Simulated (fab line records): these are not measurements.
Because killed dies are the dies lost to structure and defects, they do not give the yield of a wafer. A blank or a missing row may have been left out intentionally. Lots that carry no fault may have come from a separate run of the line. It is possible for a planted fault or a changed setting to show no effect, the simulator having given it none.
fab line records	flow nandHarc
record lots=11	wafers=33	lastDay=33
route steps=1302 shown A_BLC@1136 A_M0@1152 END@1302
lots with no fault: from the same line, run without faults
startH: the number of hours between the record's first day and the start of the first shown wafer of the lot	waitH: hours elapsed since this lot's preceding step	" repeats the value in the row above	L1.1+2: a row that stands for several wafers	- either no value or no given start	* or withheld: withheld	< > ~ a bound
route shown NAME@n: NAME is a module with steps in the file, n the number in the route of the first one	usual: average and standard deviation across the fault-free wafers	same: alike in all rows	chamber/n: place in a boat	sites: per-site readings	_std_site: standard deviation across them	_edge_site: inner sites' mean taken away from outer sites' mean	radiusMm: how far each site lies from the wafer's centre	mask NAME#n: copy n	behind: tool/chamber where the wafer was last shaped	hold: what put the lot on hold/how long, in hours/how the hold closed	device: transistor that didn't switch, given as n, p or np	end of line: at the end of the route, the tests of the same wafers	where a step has no rows: the recipe by itself	killed: dies that structure and defects cost at the first sort, which is not the same as the wafer's yield	map: a wafer's dies, x killed, . not, _ none there
set.NAME: the setting as run; set.NAME@STEP: as run at that earlier step	model.NAME: the simulator's own value behind a step, which no gauge read
a sample of lots followed through the steps of the route, with each step as a table and each wafer as a row
services: when a tool's chamber went out of use (startH, in hours from the record's first day, below 0 if earlier), for how many hours, and the reason
## steps
# step NHARC_A_BLC_INSPECT_28
# usual rawDefectCount=519/140
lot.wafer	tool	chamber	startH	waitH	rawDefectCount
L308.1	defectInspect-02	-	530.62	0.1	425
L308.2	"	-	"	"	443
L308.5	"	-	"	"	393
L307.1	defectInspect-02	-	533.29	0.1	454
L307.5	"	-	"	"	441
L307.6	"	-	"	"	445
L311.1	defectInspect-01	-	551.62	0.1	494
L311.3	"	-	"	"	566
L311.5	"	-	"	"	487
L319.1	defectInspect-02	-	646.62	0.1	579
L319.5	"	-	"	"	387
L319.6	"	-	"	"	452
L320.3	defectInspect-02	-	663.68	0.1	445
L320.5	"	-	"	"	493
L320.6	"	-	"	"	593
L323.1	defectInspect-01	-	667.45	0.1	601
L323.3	"	-	"	"	321
L323.5	"	-	"	"	495
L322.1	defectInspect-01	-	669.14	0.1	514
L322.2	"	-	"	"	520
L322.6	"	-	"	"	610
L321.1	defectInspect-02	-	675.49	0.1	514
L321.3	"	-	"	"	774
L321.5	"	-	"	"	853
L325.2	defectInspect-01	-	716.39	0.1	364
L325.5	"	-	"	"	347
L325.6	"	-	"	"	575
L326.2	defectInspect-01	-	721.51	0.1	457
L326.4	"	-	"	"	681
L326.5	"	-	"	"	495
L328.1	defectInspect-02	-	734.54	0.1	433
L328.2	"	-	"	"	366
L328.3	"	-	"	"	503
# step NHARC_A_M0_ETCH_15
# recipe targetDepthA=1500	overetchA=150	timeS=82.5	c4f8FlowSccm=withheld	arFlowSccm=400	rfW=600	biasW=300	chemistry=C4F8/Ar
# usual oesProductAu=0.947/0.024	rfVppV=440.2/2.7
lot.wafer	tool	chamber	startH	waitH	oesProductAu	rfHoursCounterH	rfVppV
L308.2	rieDiel-06	2	-	-	0.987	2.0	437.7
L308.1	"	0	"	"	0.971	1.9	439.9
L308.5	"	2	"	"	0.990	-	437.2
L307.1	rieDiel-12	2	-	-	0.935	2.6	440.8
L307.6	"	0	"	"	0.954	-	439.0
L307.5	"	1	"	"	0.942	-	444.6
L311.3	rieDiel-12	2	-	-	0.930	3.5	441.4
L311.1	"	3	"	"	0.902	2.9	437.7
L311.5	"	2	"	"	0.929	-	443.3
L319.1	rieDiel-12	0	-	-	0.983	1.4	438.0
L319.5	"	3	"	"	0.982	-	439.1
L319.6	"	0	"	"	0.988	-	437.5
L320.3	rieDiel-12	1	-	-	0.957	1.9	446.0
L320.5	"	1	"	"	0.960	-	444.1
L320.6	"	2	"	"	0.969	-	443.7
L323.3	rieDiel-11	3	-	-	0.916	3.1	436.7
L323.1	"	0	"	"	0.933	2.1	436.7
L323.5	"	3	"	"	0.917	-	437.5
L322.1	rieDiel-11	0	-	-	0.977	2.3	437.6
L322.2	"	1	"	"	0.964	2.5	440.6
L322.6	"	0	"	"	0.970	-	438.0
L321.3	rieDiel-06	1	-	-	0.972	0.1	440.0
L321.1	"	3	"	"	0.961	0.1	442.2
L321.5	"	1	"	"	0.981	-	440.1
L325.2	rieDiel-12	3	-	-	0.918	4.1	439.1
L325.6	"	0	"	"	0.936	-	439.1
L325.5	"	1	"	"	0.908	-	445.3
L326.4	rieDiel-12	2	-	-	0.989	4.3	441.9
L326.2	"	3	"	"	0.961	4.4	437.6
L326.5	"	2	"	"	0.984	-	442.5
L328.1	rieDiel-11	2	-	-	0.917	7.4	439.3
L328.3	"	3	"	"	0.919	6.9	438.0
L328.2	"	0	"	"	0.925	5.2	438.3
# step NHARC_A_M0_PRE_CLEAN_29
# recipe timeS=30	tempC=280	gas=H2/He
# usual heaterPowerW=401/38	susceptorTempC=279.97/0.18
lot.wafer	tool	chamber	startH	waitH	heaterPowerW	susceptorTempC
L308.2	pvdSputter-03	-	-	-	405	279.99
L308.1	"	-	"	"	420	279.99
L308.5	"	-	"	"	369	279.69
L307.1	pvdSputter-03	-	-	-	373	279.67
L307.5	"	-	"	"	406	280.10
L307.6	"	-	"	"	423	279.91
L311.1	pvdSputter-02	-	-	-	411	279.86
L311.3	"	-	"	"	347	279.88
L311.5	"	-	"	"	409	279.93
L319.1	pvdSputter-01	-	-	-	432	279.90
L319.6	"	-	"	"	391	280.30
L319.5	"	-	"	"	429	280.25
L320.3	pvdSputter-02	-	-	-	383	280.16
L320.5	"	-	"	"	357	280.03
L320.6	"	-	"	"	390	279.71
L323.1	pvdSputter-03	-	-	-	452	-
L323.3	"	-	"	"	406	-
L323.5	"	-	"	"	403	-
L322.1	pvdSputter-02	-	-	-	382	279.58
L322.2	"	-	"	"	343	279.97
L322.6	"	-	"	"	368	279.88
L321.3	pvdSputter-03	-	-	-	399	280.01
L321.1	"	-	"	"	386	279.78
L321.5	"	-	"	"	386	279.77
L325.2	pvdSputter-01	-	-	-	415	279.98
L325.5	"	-	"	"	521	280.05
L325.6	"	-	"	"	403	279.82
L326.4	pvdSputter-02	-	-	-	382	279.77
L326.2	"	-	"	"	407	279.98
L326.5	"	-	"	"	361	280.02
L328.2	pvdSputter-02	-	-	-	410	279.90
L328.3	"	-	"	"	347	279.95
L328.1	"	-	"	"	350	279.90
# step NHARC_A_M0_CMP_23
# recipe tOverpolishS=20	targetThkNm=113.75
# usual motorCurrentA=12.3/1.1	retainingRingPressureFrac=1.000/0.0053	timeToEndpointS=29.0/2.2
lot.wafer	tool	chamber	startH	waitH	motorCurrentA	retainingRingPressureFrac	timeToEndpointS
L308.2	cmp-02	2	533.58	-	11.3	0.998	30.4
L308.1	"	0	"	"	12.7	0.995	25.2
L308.5	"	3	"	"	14.2	0.998	28.3
L307.1	cmp-02	0	536.45	-	12.4	1.000	28.6
L307.5	"	1	"	"	12.8	0.998	27.9
L307.6	"	2	"	"	11.1	0.993	27.4
L311.3	cmp-02	1	554.75	-	11.9	1.003	37.6
L311.1	"	3	"	"	14.0	1.004	37.5
L311.5	"	0	"	"	12.6	1.003	24.9
L319.1	cmp-03	3	649.91	-	13.0	1.003	33.0
L319.5	"	0	"	"	13.0	1.000	29.9
L319.6	"	1	"	"	13.1	1.012	31.3
L320.3	cmp-02	1	666.70	-	12.3	1.001	27.4
L320.5	"	3	"	"	14.4	1.003	29.4
L320.6	"	0	"	"	12.8	1.003	24.7
L323.3	cmp-02	2	670.57	-	11.8	1.004	30.4
L323.1	"	0	"	"	12.6	1.003	28.0
L323.5	"	3	"	"	14.7	1.005	31.2
L322.1	cmp-04	1	672.27	-	11.3	0.993	30.0
L322.2	"	2	"	"	12.7	1.010	29.3
L322.6	"	0	"	"	11.2	1.002	32.2
L321.1	cmp-03	3	678.55	-	12.5	1.007	30.3
L321.3	"	1	"	"	12.4	0.995	27.2
L321.5	"	0	"	"	13.4	1.014	29.0
L325.2	cmp-02	3	719.77	-	14.0	0.990	28.5
L325.6	"	2	"	"	11.5	1.002	27.4
L325.5	"	3	"	"	14.9	0.995	28.0
L326.4	cmp-02	2	724.64	-	11.6	0.998	30.2
L326.2	"	0	"	"	12.8	0.994	25.5
L326.5	"	1	"	"	12.0	0.996	28.0
L328.1	cmp-04	0	737.66	-	11.0	0.991	31.5
L328.2	"	1	"	"	11.9	0.998	32.7
L328.3	"	2	"	"	12.2	1.001	29.1
# step NHARC_A_M0_INSPECT_27
# usual rawDefectCount=560/160
lot.wafer	tool	chamber	startH	waitH	rawDefectCount
L308.1	defectInspect-01	-	534.04	0.0	502
L308.2	"	-	"	"	475
L308.5	"	-	"	"	462
L307.1	defectInspect-02	-	536.84	0.0	465
L307.5	"	-	"	"	435
L307.6	"	-	"	"	543
L311.1	defectInspect-02	-	555.20	0.0	3261
L311.3	"	-	"	"	3528
L311.5	"	-	"	"	459
L319.1	defectInspect-01	-	650.30	0.0	476
L319.5	"	-	"	"	537
L319.6	"	-	"	"	468
L320.3	defectInspect-01	-	667.11	0.0	423
L320.5	"	-	"	"	455
L320.6	"	-	"	"	384
L323.1	defectInspect-02	-	671.05	0.0	372
L323.3	"	-	"	"	294
L323.5	"	-	"	"	331
L322.1	defectInspect-01	-	672.70	0.0	669
L322.2	"	-	"	"	688
L322.6	"	-	"	"	722
L321.1	defectInspect-02	-	679.02	0.0	497
L321.3	"	-	"	"	715
L321.5	"	-	"	"	431
L325.2	defectInspect-01	-	720.22	0.0	638
L325.5	"	-	"	"	353
L325.6	"	-	"	"	475
L326.2	defectInspect-02	-	725.09	0.0	963
L326.4	"	-	"	"	570
L326.5	"	-	"	"	706
L328.1	defectInspect-02	-	738.12	0.0	527
L328.2	"	-	"	"	467
L328.3	"	-	"	"	488
# step NHARC_END_SORT_01
# recipe tempC=25
# usual defectLimitedYield=91.6/2.8	killedAtArray=52/18	killedAtOther=0.6/0.83	killedAtPeriphery=4.3/2.8	killedDies=57/19	killedOpen=3.4/2	killedShort=2.5/1.7	sort_bin_2_pct=3.0/1.1	sort_bin_3_pct=0.6/0.41	sort_bin_4_pct=4.7/1.6	sortNPass=620/19	sortRimYieldPct=91/3.7	sortYieldPct=91.6/2.8
# same grossDies=677	sort_bin_5_pct[%]=0	sort_bin_6_pct[%]=0	sort_bin_7_pct[%]=0	sort_bin_8_pct[%]=0	sortRimNGross=106.00
lot.wafer	tool	chamber	startH	waitH	defectLimitedYield[%]	killedAtArray	killedAtOther	killedAtPeriphery	killedDies	killedOpen	killedShort	sort_bin_2_pct[%]	sort_bin_3_pct[%]	sort_bin_4_pct[%]	sortNPass	sortRimYieldPct[%]	sortYieldPct[%]
L311.1	prober-02	0	596.22	2.5	0	673	0	4	677	3	5	3.5	90.0	6.5	0	0	0
L311.3	prober-02	0	597.82	3.1	0	674	1	2	677	7	6	3.8	88.8	7.4	0	0	0
L311.5	prober-02	0	599.43	3.7	91.4	58	0	0	58	3	3	3.8	0.4	4.3	619	88	91.4
L319.1	prober-02	0	688.22	2.5	95.1	29	1	3	33	5	4	1.3	0.1	3.4	644	92	95.1
L319.5	prober-02	0	691.41	3.7	97.2	18	0	1	19	1	2	1.5	0.1	1.2	658	92	97.2
L319.6	prober-02	0	692.21	4.0	96.0	26	0	1	27	3	0	1.2	0.4	2.4	650	92	96.0
L323.1	prober-01	0	714.23	2.5	93.9	32	0	9	41	7	3	2.2	0	3.8	636	92	93.9
L323.3	prober-01	0	715.85	3.1	94.1	31	4	5	40	1	1	1.8	0.6	3.5	637	94	94.1
L323.5	prober-01	0	717.48	3.7	93.8	32	1	9	42	3	2	2.1	0.1	4.0	635	92	93.8
L322.1	prober-02	0	714.27	2.5	90.0	66	0	2	68	2	6	4.0	0.7	5.3	609	92	90.0
L322.2	prober-02	0	715.08	2.8	88.6	72	0	5	77	6	4	4.4	0.9	6.1	600	85	88.6
L322.6	prober-02	0	718.29	4.0	90.1	62	0	5	67	5	3	4.4	1.2	4.3	610	87	90.1
L325.2	prober-01	0	773.86	2.8	91.9	50	1	4	55	2	4	2.7	0.1	5.3	622	88	91.9
L325.5	prober-01	0	776.25	3.7	89.7	64	2	4	70	6	1	3.2	0.4	6.6	607	85	89.7
L325.6	prober-01	0	777.05	4.0	91.7	54	1	1	56	3	2	2.5	0.4	5.3	621	88	91.7
# killed by level:class
L311.1 A_M0:areaCmp=606 A_CHANNEL_HOLE_D2:chamberFilmFlake=37 A_SLIT:chamberFilmFlake=19 A_CONTACT:chamberFilmFlake=3 P_GATE:geometricParticle:short=2 A_STAIRCASE:chamberFilmFlake=2 P_GATE:geometricParticle:open=1 A_ONON_D2:geometricParticle:short=1
L311.3 A_M0:areaCmp=596 A_CHANNEL_HOLE_D2:chamberFilmFlake=43 A_SLIT:chamberFilmFlake=14 A_CHANNEL_HOLE_D1:geometricParticle:open=2 A_CHANNEL_HOLE_D2:geometricParticle:short=2 P_GATE:chamberFilmFlake=2 A_CHANNEL_HOLE_D1:chamberFilmFlake=2 A_CONTACT:chamberFilmFlake=2
L311.5 A_CHANNEL_HOLE_D2:chamberFilmFlake=30 A_SLIT:chamberFilmFlake=15 A_STAIRCASE:chamberFilmFlake=3 A_SGD_CUT:chamberFilmFlake=2 A_ONON_D1:geometricParticle:short=1 A_CHANNEL_HOLE_D1:geometricParticle:short=1 A_CHANNEL_HOLE_D1:geometricParticle:open=1 A_CHANNEL_FILL_D1:geometricParticle:short=1
L319.1 A_CHANNEL_HOLE_D2:chamberFilmFlake=12 A_CHANNEL_HOLE_D1:chamberFilmFlake=4 A_STAIRCASE:chamberFilmFlake=3 A_SLIT:chamberFilmFlake=3 A_CHANNEL_FILL_D1:geometricParticle:short=2 P_GATE:geometricParticle:short=1 P_CONTACT:geometricParticle:open=1 P_M0:geometricParticle:open=1
L319.5 A_CHANNEL_HOLE_D2:chamberFilmFlake=10 A_CHANNEL_HOLE_D1:chamberFilmFlake=2 A_CHANNEL_HOLE_D2:geometricParticle:short=1 A_CHANNEL_FILL_D2:geometricParticle:short=1 A_WL_FILL:geometricParticle:open=1 P_M0:chamberFilmFlake=1 A_CHANNEL_FILL_D1:chamberFilmFlake=1 A_STAIRCASE:chamberFilmFlake=1
L319.6 A_CHANNEL_HOLE_D2:chamberFilmFlake=6 A_CHANNEL_HOLE_D1:chamberFilmFlake=4 A_SLIT:chamberFilmFlake=4 A_CHANNEL_FILL_D1:chamberFilmFlake=3 A_STAIRCASE:chamberFilmFlake=3 A_CONTACT:chamberFilmFlake=2 P_M0:geometricParticle:open=1 A_CONTACT:geometricParticle:open=1
L323.1 A_CHANNEL_HOLE_D1:chamberFilmFlake=10 P_GATE:chamberFilmFlake=6 A_SLIT:chamberFilmFlake=5 A_CHANNEL_FILL_D2:chamberFilmFlake=3 A_DECK1_JOINT:geometricParticle:open=2 A_ONON_D2:geometricParticle:open=2 A_M0:geometricParticle:open=2 P_ZERO_WELL:chamberFilmFlake=2
L322.1 A_CHANNEL_HOLE_D1:chamberFilmFlake=32 A_SLIT:chamberFilmFlake=15 A_CHANNEL_HOLE_D2:chamberFilmFlake=6 A_STAIRCASE:chamberFilmFlake=4 P_CONTACT:geometricParticle:short=1 A_CHANNEL_HOLE_D1:geometricParticle:open=1 A_CHANNEL_FILL_D1:geometricParticle:open=1 A_CHANNEL_FILL_D1:geometricParticle:short=1
L322.2 A_CHANNEL_HOLE_D1:chamberFilmFlake=38 A_SLIT:chamberFilmFlake=10 A_CHANNEL_HOLE_D2:chamberFilmFlake=10 A_ONON_D2:geometricParticle:open=2 A_ONON_D2:geometricParticle:short=2 A_CHANNEL_FILL_D2:geometricParticle:short=2 P_GATE:chamberFilmFlake=2 A_DECK1_JOINT:chamberFilmFlake=2
L323.3 A_CHANNEL_HOLE_D1:chamberFilmFlake=12 A_SLIT:chamberFilmFlake=6 A_CONTACT:chamberFilmFlake=6 P_GATE:chamberFilmFlake=5 A_STAIRCASE:chamberFilmFlake=4 THIN_TSV:chamberFilmFlake=3 A_CHANNEL_HOLE_D1:geometricParticle:open=1 STARTING-WAFER:geometricParticle:short=1
L323.5 A_CHANNEL_HOLE_D1:chamberFilmFlake=11 P_GATE:chamberFilmFlake=8 A_CONTACT:chamberFilmFlake=6 A_STAIRCASE:chamberFilmFlake=5 A_SLIT:chamberFilmFlake=4 A_ONON_D1:geometricParticle:open=1 A_ONON_D2:geometricParticle:short=1 A_CHANNEL_HOLE_D2:geometricParticle:short=1
L322.6 A_CHANNEL_HOLE_D1:chamberFilmFlake=27 A_SLIT:chamberFilmFlake=15 A_CHANNEL_HOLE_D2:chamberFilmFlake=8 P_GATE:chamberFilmFlake=3 A_STAIRCASE:chamberFilmFlake=3 P_M0:geometricParticle:open=1 A_SOURCE_PLATE:geometricParticle:open=1 A_CHANNEL_FILL_D1:geometricParticle:short=1
L325.2 A_CHANNEL_HOLE_D2:chamberFilmFlake=10 A_CONTACT:chamberFilmFlake=9 A_SLIT:chamberFilmFlake=7 A_STAIRCASE:chamberFilmFlake=6 A_SGD_CUT:chamberFilmFlake=6 A_CHANNEL_HOLE_D1:chamberFilmFlake=4 A_SOURCE_PLATE:geometricParticle:short=2 P_ZERO_WELL:chamberFilmFlake=2
L325.5 A_CONTACT:chamberFilmFlake=18 A_CHANNEL_HOLE_D2:chamberFilmFlake=12 A_CHANNEL_HOLE_D1:chamberFilmFlake=9 A_STAIRCASE:chamberFilmFlake=6 A_SGD_CUT:chamberFilmFlake=5 A_SLIT:chamberFilmFlake=3 P_ZERO_WELL:chamberFilmFlake=2 A_BLC:chamberFilmFlake=2
L325.6 A_CHANNEL_HOLE_D2:chamberFilmFlake=13 A_SLIT:chamberFilmFlake=9 A_CONTACT:chamberFilmFlake=8 A_CHANNEL_HOLE_D1:chamberFilmFlake=6 A_STAIRCASE:chamberFilmFlake=5 A_SGD_CUT:chamberFilmFlake=3 A_M1:chamberFilmFlake=3 A_DECK1_JOINT:geometricParticle:open=1
## services
tool	chamber	startH	hours	kind
cmp-04	-	509.97	5.2	repair
pvdSputter-02	-	524.96	4.8	repair
pvdSputter-01	-	531.38	3.2	repair
pvdSputter-03	-	539.25	10.0	pm
cmp-03	-	542.00	1.1	repair
cmp-04	-	551.71	6.4	repair
cmp-03	-	554.23	4.0	pm
rieDiel-06	3	564.28	5.0	repair
pvdSputter-02	-	569.64	9.8	repair
cmp-02	-	579.77	4.0	pm
rieDiel-11	1	607.60	2.4	repair
rieDiel-11	-	609.50	9.0	pm
rieDiel-12	-	622.40	9.0	pm
rieDiel-11	2	637.09	4.7	repair
pvdSputter-02	-	638.00	10.0	pm
pvdSputter-03	-	664.65	2.6	repair
cmp-02	-	674.45	3.0	repair
cmp-02	-	677.77	4.0	pm
pvdSputter-03	-	689.49	1.0	repair
rieDiel-12	0	692.26	21.1	repair
pvdSputter-03	-	707.48	2.2	repair
cmp-02	-	715.87	1.5	repair
pvdSputter-02	-	716.29	4.6	repair
pvdSputter-03	-	717.25	10.0	pm
## key
firstSign step=NHARC_A_M0_CMP_23	reading=timeToEndpointS	direction=up	sigmas=3.9	usual=*	struck=*
effect step=NHARC_A_M0_INSPECT_27	reading=rawDefectCount	direction=up	sigmas=18	usual=560	struck=3394
effect step=NHARC_END_SORT_01	reading=sort_bin_3_pct	direction=up	sigmas=99+	usual=0.6	struck=89.4
moreKillsBornAt NHARC_A_M0_CMP_23@cmp-02=1202
metAt NHARC_A_M0_CMP_23
struckLots L311
struckWafers L311.1,L311.3
laterRowsLeftOut L311.1,L311.3
notActingAt NHARC_A_BLC_INSPECT_28,NHARC_A_M0_ETCH_15,NHARC_A_M0_PRE_CLEAN_29
onsetBetween 536.45 554.75
fault kind=processParameterDrift	tool=cmp-02	chamber=-	onsetH=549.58	steps=NHARC_A_M0_CMP_23	channel=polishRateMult	offset=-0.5	shape=step	endH=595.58	scope=struckWafersOnly
# laterRowsLeftOut: the simulator's readings of these wafers behind a module that went badly wrong aren't trusted and aren't shown, but for the sort
